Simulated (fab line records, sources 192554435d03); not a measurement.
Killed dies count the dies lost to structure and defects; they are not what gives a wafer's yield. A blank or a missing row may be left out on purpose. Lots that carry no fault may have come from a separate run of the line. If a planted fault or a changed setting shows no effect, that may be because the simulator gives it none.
What tool caused it? | flow n5 finfet | 11 lots with 33 wafers sampled at 5 steps, on a route of 1938 steps

## WHAT THE GAUGES SHOWED, per wafer
N5_BEOL_M10_OCD_MEAS_38. Usual: 149.6 nm for trench depth nm, sd 2.3.
lot  | measured     | on     | trench depth nm (nm) | flag
L122 | day 10 01:17 | ocd-01 | 147.2 145.5 145.5    |
L123 | day 10 03:39 | ocd-02 | 150.5 145.7 151.7    |
L124 | day 10 07:09 | ocd-01 | 145.7 150.4 149.2    |
L126 | day 11 07:40 | ocd-02 | 147.0 152.6 154.3    |
L127 | day 11 13:32 | ocd-02 | 154.6 155.4 148.5    |
L130 | day 12 07:38 | ocd-01 | 150.5 150.9 151.1    |
L132 | day 12 22:43 | ocd-02 | 152.7 150.3 148.2    |
L133 | day 12 23:10 | ocd-02 | 149.5 147.9 150.4    |
L142 | day 15 09:43 | ocd-02 | 149.1 151.5 154.2    |
L145 | day 15 13:29 | ocd-01 | 150.9 148.0 147.6    |
L143 | day 15 15:31 | ocd-02 | 152.2 152.6 149.8    |

N5_BEOL_M10_RS_MEAS_57: the measuring method here is four-point-probe. Usual: M10_RS 0.1502 ohm/sq, standard deviation 0.0028.
lot  | measured     | on            | M10_RS (ohm/sq)      | flag
L122 | day 10 03:47 | film metro-02 | 0.1528 0.1545 0.1549 |
L123 | day 10 06:04 | film metro-02 | 0.1466 0.1542 0.1472 |
L124 | day 10 09:39 | film metro-02 | 0.1535 0.1489 0.1493 |
L126 | day 11 10:56 | film metro-01 | 0.1531 0.1462 0.1441 |
L127 | day 11 16:48 | film metro-02 | 0.1432 0.1437 0.1522 |
L130 | day 12 11:35 | film metro-01 | 0.1481 0.1477 0.1464 |
L132 | day 13 01:17 | film metro-01 | 0.1466 0.1495 0.1530 |
L133 | day 13 02:23 | film metro-01 | 0.1496 0.1524 0.1498 |
L142 | day 15 12:14 | film metro-02 | 0.1503 0.1468 0.1461 |
L145 | day 15 17:34 | film metro-02 | 0.1506 0.1530 0.1539 |
L143 | day 15 17:57 | film metro-02 | 0.1477 0.1472 0.1520 |

N5_BEOL_M10_INSPECT_58: inspects for defects (darkfield). Usual: 64 for raw defect count, sd 20.
lot  | measured     | on                | raw defect count | flag
L122 | day 10 03:49 | defect inspect-02 | 122 108 64       |
L123 | day 10 06:06 | defect inspect-02 | 81 70 68         |
L124 | day 10 09:41 | defect inspect-02 | 27 76 37         |
L126 | day 11 10:58 | defect inspect-02 | 54 63 82         |
L127 | day 11 16:49 | defect inspect-01 | 75 99 68         |
L130 | day 12 11:37 | defect inspect-02 | 119 58 74        |
L132 | day 13 01:19 | defect inspect-02 | 80 67 74         |
L133 | day 13 02:25 | defect inspect-02 | 62 59 63         |
L142 | day 15 12:16 | defect inspect-02 | 104 59 86        |
L145 | day 15 17:36 | defect inspect-02 | 64 72 111        |
L143 | day 15 17:59 | defect inspect-01 | 71 39 70         |

## WHAT TOOL EACH LOT RAN ON (gives the tool, then ch and the chambers of the sampled wafers, and finally the start)
lot  | N5_BEOL_M10_PECVD_70            | N5_BEOL_M10_CMP_52
L122 | pecvd-04 ch 0,1, day 9 21:32    | cmp-02 ch 0,1,2, day 10 03:26
L123 | pecvd-01 ch 0,2, day 9 21:46    | cmp-02 ch 0,1, day 10 05:39
L124 | pecvd-03 ch 0,1, day 10 04:13   | cmp-02 ch 1,3, day 10 09:14
L126 | pecvd-03 ch 0,1, day 11 01:04   | cmp-02 ch 0,1,3, day 11 10:30
L127 | pecvd-04 ch 0,1,2, day 11 10:17 | cmp-02 ch 0,1,2, day 11 16:29
L130 | pecvd-01 ch 1,2, day 12 04:05   | cmp-02 ch 0,1,3, day 12 11:11
L132 | pecvd-04 ch 0,1,2, day 12 17:43 | cmp-03 ch 0,1,3, day 13 00:53
L133 | pecvd-04 ch 1,2, day 12 18:04   | cmp-03 ch 0,1,2, day 13 01:59
L142 | pecvd-03 ch 0,1, day 15 06:32   | cmp-04 ch 2,3, day 15 11:49
L145 | pecvd-03 ch 0,1,2, day 15 10:50 | cmp-04 ch 0,1,3, day 15 17:11
L143 | pecvd-03 ch 0,1,2, day 15 11:38 | cmp-02 ch 0,1,2, day 15 17:31
- N5_BEOL_M10_PECVD_70: deposits SiO2 from TEOS/O2, target thk 20 nm, time 22.7 s.
- N5_BEOL_M10_CMP_52: polishes, stops on SiCOH lowk, t overpolish 7 s, target thk 140 nm.

## AS READ BY THE TOOLS THEMSELVES (means over the sampled wafers that have a number; for cases with no such wafer, the mark the record gives instead)
N5_BEOL_M10_PECVD_70. Usual: heater power w 763 W, standard deviation 110; showerhead plenum p Torr 8.79 Torr, standard deviation 0.064; throttle valve pct 22.2 %, standard deviation 0.89.
lot  | tool     | heater power w (W) | showerhead plenum p Torr (Torr) | throttle valve pct (%) | flag
L122 | pecvd-04 | 807                | 8.78                            | 22.4                   |
L123 | pecvd-01 | 787                | 8.79                            | 21.1                   |
L124 | pecvd-03 | 647                | 8.73                            | 23.1                   |
L126 | pecvd-03 | 645                | 8.78                            | 22.6                   |
L127 | pecvd-04 | 875                | 8.77                            | 22.0                   |
L130 | pecvd-01 | 770                | 8.75                            | 21.7                   |
L132 | pecvd-04 | 827                | 8.77                            | 22.0                   |
L133 | pecvd-04 | 792                | 8.77                            | 21.2                   |
L142 | pecvd-03 | 684                | 8.73                            | 22.9                   |
L145 | pecvd-03 | 656                | 8.80                            | 22.5                   |
L143 | pecvd-03 | 738                | 8.79                            | 22.6                   |

N5_BEOL_M10_CMP_52. Usual: barrier field endpoint s 29.0 s, standard deviation 0.62; head pressure psi 1.0001 psi, standard deviation 0.0021; motor current A 6.4 A, standard deviation 0.64.
lot  | tool   | barrier field endpoint s (s) | head pressure psi (psi) | motor current A (A) | flag
L122 | cmp-02 | 29.4                         | 1.0014                  | 6.4                 |
L123 | cmp-02 | 28.9                         | 1.0005                  | 6.7                 |
L124 | cmp-02 | 28.8                         | 1.0012                  | 6.6                 |
L126 | cmp-02 | 28.7                         | 0.9992                  | 7.0                 |
L127 | cmp-02 | 29.2                         | 1.0003                  | 6.7                 |
L130 | cmp-02 | 29.7                         | 0.9990                  | 7.0                 |
L132 | cmp-03 | 30.7                         | 0.9994                  | 6.1                 |
L133 | cmp-03 | 29.3                         | 1.0021                  | 5.9                 |
L142 | cmp-04 | 28.2                         | 0.9996                  | 6.3                 |
L145 | cmp-04 | 28.4                         | 0.9998                  | 6.0                 |
L143 | cmp-02 | 29.7                         | 0.9994                  | 6.5                 |

## THE ANSWER, worked out from the rows above alone
Rule: take the mean of a lot's wafers that have a number; if it is more than 3 standard deviations from the usual mean, the lot is off. Also off: a lot with no number at a reading for which 4 or more lots have one. The other lots that the step has rows for count as sound. The gauges are gone through in route order, then the tools' own readings, and for those a lot's mean is taken as printed above. At the first step where some lot is off, the reading lying furthest off is the one used; lots without a number count as furthest.
No lot is off on any of the readings shown, so nothing can be concluded from this.

## WHAT THE SIMULATOR HAD INSERTED
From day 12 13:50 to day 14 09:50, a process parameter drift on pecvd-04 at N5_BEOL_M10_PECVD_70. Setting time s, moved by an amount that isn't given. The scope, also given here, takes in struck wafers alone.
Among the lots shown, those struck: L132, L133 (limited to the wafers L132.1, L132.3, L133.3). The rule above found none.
